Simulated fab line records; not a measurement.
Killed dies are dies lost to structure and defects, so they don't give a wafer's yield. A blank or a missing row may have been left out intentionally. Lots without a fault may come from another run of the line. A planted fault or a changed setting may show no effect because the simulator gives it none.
Chamber matching -- flow n5 finfet -- N5_MOL_CONTACT_COAG_ETCH_89 on rie diel-04 has 4 sister chambers
The step etches underlayer in N2/H2, target depth 13 nm, time 10.4 s. 4 wafers are shown with their chamber, then 8 later ones without.

== EACH WAFER AND ITS CHAMBER ==
wafer,chamber,showerhead plenum p Torr (Torr)
L082.4,2,2.64
L084.4,3,2.65
L084.5,0,2.48
L090.3,1,2.50

== WAFERS WITHOUT THEIR CHAMBER ==
wafer,showerhead plenum p Torr (Torr)
L090.4,2.63
L090.6,2.48
L093.2,2.50
L093.3,2.64
L093.6,2.48
L097.4,2.50
L097.5,2.47
L097.6,2.64

== EACH ONE'S CHAMBER ==
wafer,from the rows above,in truth
L090.4,can't be placed: 2 or 3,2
L090.6,0,0
L093.2,1,1
L093.3,can't be placed: 2 or 3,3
L093.6,0,0
L097.4,1,1
L097.5,0,0
L097.6,can't be placed: 2 or 3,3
Correctly placed: 5 of 8. Can't be placed from these rows: 3 (the true chamber is among the candidates in 3). Number placed wrongly: 0.
How it was worked out, from the rows above alone: a wafer's distance from a chamber is the root of the sum, over the readings, of the square of ((its reading less the chamber's mean) divided by the reading's scatter). If the next closest chamber is less than 2 further off than the closest, the wafer can't be placed; otherwise it belongs to the closest. For every chamber, the mean is computed from those of its wafers that are shown. The scatter: root of mean squared gap, hidden wafer to nearest shown wafer, with one shown wafer a chamber.
